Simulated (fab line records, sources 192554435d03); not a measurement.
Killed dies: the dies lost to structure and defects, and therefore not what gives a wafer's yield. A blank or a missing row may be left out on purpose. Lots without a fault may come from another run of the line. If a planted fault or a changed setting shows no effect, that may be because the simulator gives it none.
fab line records | flow n5-finfet
record lots=10 wafers=30 last-day=18
route steps=1938 shown HKMG_FIN@386 BEOL_M4@1111
lots that met no fault: taken from a fault-free run of the same line
start-h: start of the lot's first displayed wafer, in hours after the record's first day | wait-h: hours since the lot's step before | " identical to the entry in the row above | L1.1+2: one row covering several wafers at once | - no value, or no start given | * or withheld: withheld | < > ~ a bound
route shown NAME@n: a module of which the file shows steps, and the number in the route of the first | usual: mean/standard deviation of fault-free wafers | same: alike in all rows | chamber/n: place in a boat | sites: readings site by site | _std_site: the standard deviation of these | _edge_site: outer sites' mean less inner sites' | radius-mm: for every site, how far away it sits from the centre of the wafer | mask NAME#n: copy n | behind: tool/chamber where the wafer was last shaped | hold: why the lot went on hold/how many hours it stayed there/how the hold came to an end | device: the n, p or np transistor that did not switch | end of line: tests run on the same wafers once the route is complete | where a step has no rows: the recipe by itself | killed: count of dies lost to structure and defects at first sort (not the wafer's yield) | map: per-die view of a wafer (x killed, . not killed, _ where there is no die)
set.NAME: the setting as run; set.NAME@STEP: as run at that earlier step | model.NAME: the simulator's own value behind a step, which no gauge read
one table for each step of the route and one row for each wafer, over a sample of lots
services: the hour from which a tool's chamber was out of use, counted from the record's first day as start-h (under 0 if before that day), plus the number of hours and why
## steps
# step N5_HKMG_FIN_HK_ALD_01
# recipe material=HfO2 target-thk-a=16 temp-c=withheld ald-precursor-family=HfCl4 ald-co-reactant=H2O pulse-time-s=3 purge-time-s=3 co-reactant-purge-time-s=2.5 co-reactant-pulse-time-s=0.3 ald-cycles=30
# usual ald-cycles=30/0 precursor-pulse-height-rel=0.997/0.021
# same pulse-time-s=3
# columns lot.wafer tool chamber start-h wait-h ald-cycles precursor-pulse-height-rel since-wet-clean-h
L126.1 ald-hk-02 1 76.28 0.0 30 0.996 46
L126.2 " 0 " " 30 1.056 46
L126.3 " 2 " " 30 0.984 46
L129.4 ald-hk-01 3 93.97 0.0 30 0.957 974
L129.5 " 2 " " 30 0.978 -
L129.6 " 1 " " 30 1.019 -
L133.2 ald-hk-03 3 122.24 0.0 30 1.020 1898
L133.4 " 1 " " 30 1.016 1898
L133.5 " 0 " " 30 0.977 -
L134.3 ald-hk-01 3 126.17 0.0 30 0.999 1006
L134.4 " 2 " " 30 1.019 1006
L134.5 " 3 " " 30 1.010 -
L138.2 ald-hk-01 3 149.37 0.0 30 1.005 1029
L138.3 " 2 " " 30 0.991 1029
L138.5 " 3 " " 30 0.953 -
L140.2 ald-hk-01 3 160.69 0.0 30 0.952 1041
L140.3 " 0 " " 30 0.983 1041
L140.6 " 2 " " 30 1.000 -
L142.1 ald-hk-01 3 172.20 0.0 30 0.984 1052
L142.4 " 1 " " 30 0.984 1052
L142.5 " 2 " " 30 1.019 -
L146.2 ald-hk-03 0 201.08 0.0 30 1.003 1977
L146.4 " 1 " " 30 0.951 1977
L146.6 " 1 " " 30 1.014 -
L147.1 ald-hk-03 1 207.88 0.0 30 0.989 1984
L147.2 " 0 " " 30 0.952 1984
L147.4 " 2 " " 30 0.984 1984
L148.2 ald-hk-01 3 213.86 0.0 30 0.981 1094
L148.4 " 0 " " 30 1.014 1094
L148.5 " 3 " " 30 0.982 -
# step N5_HKMG_FIN_ALD_74
# recipe material=La2O3 target-thk-a=5 temp-c=250 ald-precursor-family=La-Cp ald-co-reactant=O3 pulse-time-s=6 co-reactant-pulse-time-s=1 purge-time-s=3 co-reactant-purge-time-s=3
# usual heater-power-w=357/35 precursor-pulse-height-rel=1.003/0.021
# same pulse-time-s=6
# columns lot.wafer tool chamber start-h wait-h heater-power-w precursor-pulse-height-rel since-wet-clean-h
L126.1 ald-hk-01 0 76.68 0.2 331 1.031 957
L126.2 " 2 " " 390 1.025 957
L126.3 " 3 " " 403 0.992 957
L129.4 ald-hk-03 3 94.58 0.1 338 0.999 1871
L129.5 " 0 " " 388 1.001 -
L129.6 " 3 " " 345 1.014 -
L133.2 ald-hk-01 2 122.66 0.2 392 1.028 1003
L133.4 " 0 " " 335 0.967 1003
L133.5 " 3 " " 395 1.046 -
L134.3 ald-hk-02 2 126.75 0.2 345 1.012 97
L134.4 " 3 " " 380 1.017 97
L134.5 " 1 " " 265 1.002 -
L138.2 ald-hk-02 2 149.98 0.2 358 0.959 120
L138.3 " 1 " " 268 1.020 120
L138.5 " 1 " " 272 1.001 -
L140.2 ald-hk-02 0 161.11 0.2 396 1.012 131
L140.3 " 3 " " 371 0.991 131
L140.6 " 3 " " 373 1.026 -
L142.1 ald-hk-02 2 172.68 0.2 363 1.001 143
L142.4 " 1 " " 261 1.007 143
L142.5 " 3 " " 373 1.010 -
L146.2 ald-hk-01 0 201.48 0.2 345 1.018 1081
L146.4 " 1 " " 348 1.034 1081
L146.6 " 1 " " 355 1.010 -
L147.1 ald-hk-01 1 208.29 0.2 353 1.039 1088
L147.2 " 3 " " 387 1.010 1088
L147.4 " 0 " " 343 0.989 1088
L148.2 ald-hk-02 0 214.26 0.2 385 0.970 184
L148.4 " 3 " " 379 1.000 184
L148.5 " 0 " " 408 0.964 -
# step N5_HKMG_FIN_OVL_MEAS_50
# recipe points-per-wafer=44
# usual NDIPOLE_OVL=0.4/0.79
# columns lot.wafer tool chamber start-h wait-h NDIPOLE_OVL[nm]
L126.1 overlay-02 0 77.13 0.0 0.6
L126.2 " 0 " " 1.7
L126.3 " 0 " " 0.1
L129.4 overlay-02 0 95.16 0.0 0.8
L129.5 " 0 " " 0.6
L129.6 " 0 " " 0.0
L133.2 overlay-01 0 123.23 0.0 0.2
L133.4 " 0 " " 0.7
L133.5 " 0 " " -1.0
L134.3 overlay-02 0 127.33 0.0 1.7
L134.4 " 0 " " 0.1
L134.5 " 0 " " 0.6
L138.2 overlay-01 0 150.55 0.0 0.2
L138.3 " 0 " " -0.4
L138.5 " 0 " " 0.0
L140.2 overlay-02 0 161.55 0.0 0.9
L140.3 " 0 " " 1.0
L140.6 " 0 " " 0.0
L142.1 overlay-02 0 173.25 0.0 1.4
L142.4 " 0 " " 0.6
L142.5 " 0 " " 1.2
L146.2 overlay-02 0 201.95 0.0 2.0
L146.4 " 0 " " 0.3
L146.6 " 0 " " 1.5
L147.1 overlay-01 0 208.87 0.0 1.1
L147.2 " 0 " " -0.4
L147.4 " 0 " " 0.8
L148.2 overlay-02 0 214.84 0.0 0.8
L148.4 " 0 " " 1.3
L148.5 " 0 " " 0.2
# step N5_HKMG_FIN_ALD_36
# recipe material=TiN target-thk-a=10 temp-c=400 ald-precursor-family=TiCl4 ald-co-reactant=NH3 pulse-time-s=1 purge-time-s=3 co-reactant-purge-time-s=2 co-reactant-pulse-time-s=2 ald-cycles=47 pressure-torr=3
# usual ald-cycles=47/0 chamber-pressure-Torr=2.999/0.0063 heater-power-w=849/130 precursor-pulse-height-rel=1.002/0.022
# same pulse-time-s=1
# columns lot.wafer tool chamber start-h wait-h ald-cycles chamber-pressure-Torr heater-power-w precursor-pulse-height-rel since-wet-clean-h
L126.1 ald-metal-01 3 79.39 0.0 47 2.997 963 1.005 4358
L126.2 " 1 " " 47 2.992 657 1.032 4358
L126.3 " 2 " " 47 2.998 801 1.003 4358
L129.4 ald-metal-01 0 97.52 0.0 47 2.993 667 1.029 4376
L129.5 " 0 " " 47 2.999 678 0.999 -
L129.6 " 1 " " 47 2.997 664 0.997 -
L133.2 ald-metal-03 0 125.85 0.0 47 2.999 816 0.962 5943
L133.4 " 1 " " 47 3.004 867 1.020 5943
L133.5 " 2 " " 47 3.002 1077 1.026 -
L134.3 ald-metal-01 2 130.16 0.0 47 2.993 809 1.055 4408
L134.4 " 1 " " 47 2.998 652 0.992 4408
L134.5 " 0 " " 47 2.994 669 1.013 -
L138.2 ald-metal-04 0 152.94 0.0 47 2.997 1016 0.997 1354
L138.3 " 2 " " 47 2.998 946 1.001 1354
L138.5 " 3 " " 47 3.003 846 0.953 -
L140.2 ald-metal-01 0 163.79 0.0 47 3.001 650 1.023 4442
L140.3 " 3 " " 38 2.994 974 0.984 4442
L140.6 " 2 " " 47 2.991 850 1.021 -
L142.1 ald-metal-01 1 175.49 0.0 38 3.003 669 0.999 4454
L142.4 " 3 " " 38 2.999 995 0.986 4454
L142.5 " 2 " " 47 2.999 817 0.993 -
L146.2 ald-metal-03 1 204.17 0.0 47 2.993 875 1.012 6021
L146.4 " 2 " " 47 3.002 1060 1.037 6021
L146.6 " 3 " " 47 2.993 803 0.970 -
L147.1 ald-metal-03 0 211.18 0.0 47 2.998 805 0.968 6028
L147.2 " 2 " " 47 3.004 1086 1.016 6028
L147.4 " 3 " " 47 2.990 797 1.026 6028
L148.2 ald-metal-04 2 217.35 0.0 47 2.996 919 0.988 1419
L148.4 " 1 " " 47 3.012 894 0.958 1419
L148.5 " 0 " " 47 2.996 1015 0.955 -
# step N5_BEOL_M4_RC_MEAS_101
# usual DIBL_N=36.4/1.4 DIBL_P=36.3/1.8 IOFF_N=0.163/0.024 IOFF_P=0.21/0.034 ION_N=673/11 ION_P=461/7.4 SS_N=71.6/0.52 SS_P=73.3/0.58 VT_N=249.4/2.5 VT_P=-250/3.5 VT_P_LONG=-274.6/2.7 VT_P_LVT=-98.3/2.7
# columns lot.wafer tool chamber start-h wait-h DIBL_N[mV/V] DIBL_P[mV/V] IOFF_N[nA/um] IOFF_P[nA/um] ION_N[uA/um] ION_P[uA/um] SS_N[mV/dec] SS_P[mV/dec] VT_N[mV] VT_P[mV] VT_P_LONG[mV] VT_P_LVT[mV]
L126.1 prober-02 0 170.66 0.0 37.2 37.1 0.176 0.21 668 451 71.9 73.0 248.3 -249 -275.7 -99.4
L126.2 " 0 " " 36.7 37.9 0.180 0.23 684 467 71.8 73.3 248.2 -249 -278.4 -97.8
L126.3 " 0 " " 37.6 37.5 0.190 0.22 673 456 71.6 72.7 248.1 -249 -277.1 -98.5
L129.4 prober-02 0 192.36 0.5 34.6 33.8 0.118 0.20 651 458 70.6 72.5 254.1 -248 -271.4 -97.0
L129.5 " 0 " " 36.9 36.4 0.154 0.25 661 462 72.2 72.9 247.8 -247 -272.1 -95.0
L129.6 " 0 " " 37.7 38.1 0.176 0.27 682 477 72.1 74.1 249.6 -243 -272.2 -93.5
L133.2 prober-02 0 212.44 0.2 36.0 36.8 0.169 0.23 665 461 72.1 73.5 248.2 -247 -271.5 -95.9
L133.4 " 0 " " 35.0 35.7 0.145 0.21 666 457 71.0 73.2 248.0 -249 -273.2 -98.0
L133.5 " 0 " " 36.5 37.7 0.174 0.26 680 475 71.9 73.9 247.9 -244 -270.0 -94.9
L134.3 prober-01 0 225.25 0.3 36.0 35.9 0.159 0.20 652 450 72.2 73.1 250.4 -250 -276.4 -98.2
L134.4 " 0 " " 34.4 34.8 0.137 0.18 651 451 70.9 72.5 252.9 -254 -275.5 -99.6
L134.5 " 0 " " 35.0 34.5 0.145 0.18 659 446 71.7 73.3 254.1 -253 -275.7 -100.5
L138.2 prober-01 0 255.33 0.2 35.8 37.2 0.162 0.23 688 474 70.9 72.8 247.3 -246 -267.7 -95.0
L138.3 " 0 " " 35.5 36.3 0.154 0.21 684 465 71.5 72.7 248.5 -248 -270.0 -96.8
L138.5 " 0 " " 37.7 37.8 0.188 0.27 680 469 71.4 73.5 244.9 -244 -270.2 -92.9
L140.2 prober-01 0 260.35 0.2 35.4 36.8 0.153 0.22 674 461 71.8 72.6 250.4 -249 -275.4 -99.4
L140.3 " 0 " " 34.9 35.6 0.145 0.16 648 439 71.6 73.0 251.5 -258 -281.8 -106.9
L140.6 " 0 " " 36.1 36.5 0.154 0.21 666 458 71.9 73.0 252.0 -251 -273.9 -98.9
L142.1 prober-01 0 266.60 0.0 36.4 37.2 0.175 0.17 676 450 71.5 73.4 248.3 -255 -283.8 -104.7
L142.4 " 0 " " 34.9 35.6 0.147 0.14 683 453 70.5 72.6 248.0 -258 -283.5 -106.7
L142.5 " 0 " " 35.2 36.2 0.153 0.19 682 468 70.8 72.1 249.0 -251 -274.3 -98.5
L147.1 prober-02 0 300.13 0.0 35.3 31.4 0.130 0.15 674 453 71.3 72.9 250.6 -258 -276.4 -102.9
L147.2 " 0 " " 34.5 30.9 0.117 0.14 669 450 70.8 72.6 251.5 -257 -277.0 -103.5
L147.4 " 0 " " 35.9 32.4 0.137 0.16 660 446 70.6 72.0 250.8 -255 -277.1 -102.8
L146.2 prober-02 0 303.23 0.2 35.1 34.8 0.137 0.19 665 460 70.9 73.0 250.8 -250 -272.5 -99.7
L146.4 " 0 " " 36.0 35.2 0.146 0.20 666 455 71.1 72.9 251.1 -250 -273.5 -100.1
L146.6 " 0 " " 35.1 35.0 0.142 0.20 662 456 70.9 72.6 248.0 -248 -274.2 -98.6
L148.2 prober-01 0 306.09 0.2 37.4 35.5 0.158 0.23 674 466 71.0 73.2 249.3 -247 -270.7 -95.2
L148.4 " 0 " " 40.3 38.7 0.217 0.30 691 465 72.4 73.9 245.3 -242 -272.9 -92.6
L148.5 " 0 " " 36.6 33.9 0.146 0.22 656 458 71.6 72.1 254.2 -247 -273.2 -96.7
## services
# columns tool chamber start-h hours kind
ald-metal-03 3 65.19 24.9 repair
ald-hk-02 - 82.22 6.0 pm
ald-metal-04 - 95.82 0.9 repair
ald-metal-04 - 125.40 1.4 repair
ald-metal-04 - 164.62 28.1 pm
ald-hk-02 - 171.39 0.8 repair
ald-metal-01 - 181.28 2.8 pm
ald-metal-03 - 216.93 8.7 pm
## key
first-sign step=N5_HKMG_FIN_ALD_36 reading=ald-cycles direction=down sigmas=99+ usual=* struck=*
effect step=N5_BEOL_M4_RC_MEAS_101 reading=VT_P_LONG direction=down sigmas=3.2 usual=-274.6 struck=-283.0
effect step=N5_BEOL_M4_RC_MEAS_101 reading=VT_P_LVT direction=down sigmas=2.8 usual=-98.3 struck=-106.1
effect step=N5_BEOL_M4_RC_MEAS_101 reading=VT_P direction=down sigmas=2.2 usual=-250 struck=-257
met-at N5_HKMG_FIN_ALD_36
struck-lots L140,L142
struck-wafers L140.3,L142.1,L142.4
not-acting-at N5_HKMG_FIN_HK_ALD_01,N5_HKMG_FIN_ALD_74,N5_HKMG_FIN_OVL_MEAS_50
onset-between 130.16 163.79
fault kind=process-parameter-drift tool=ald-metal-01 chamber=- onset-h=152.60 steps=N5_HKMG_FIN_ALD_36 channel=ald-cycles offset=* shape=step end-h=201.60 scope=struck-wafers-only acts-in=* stated=*
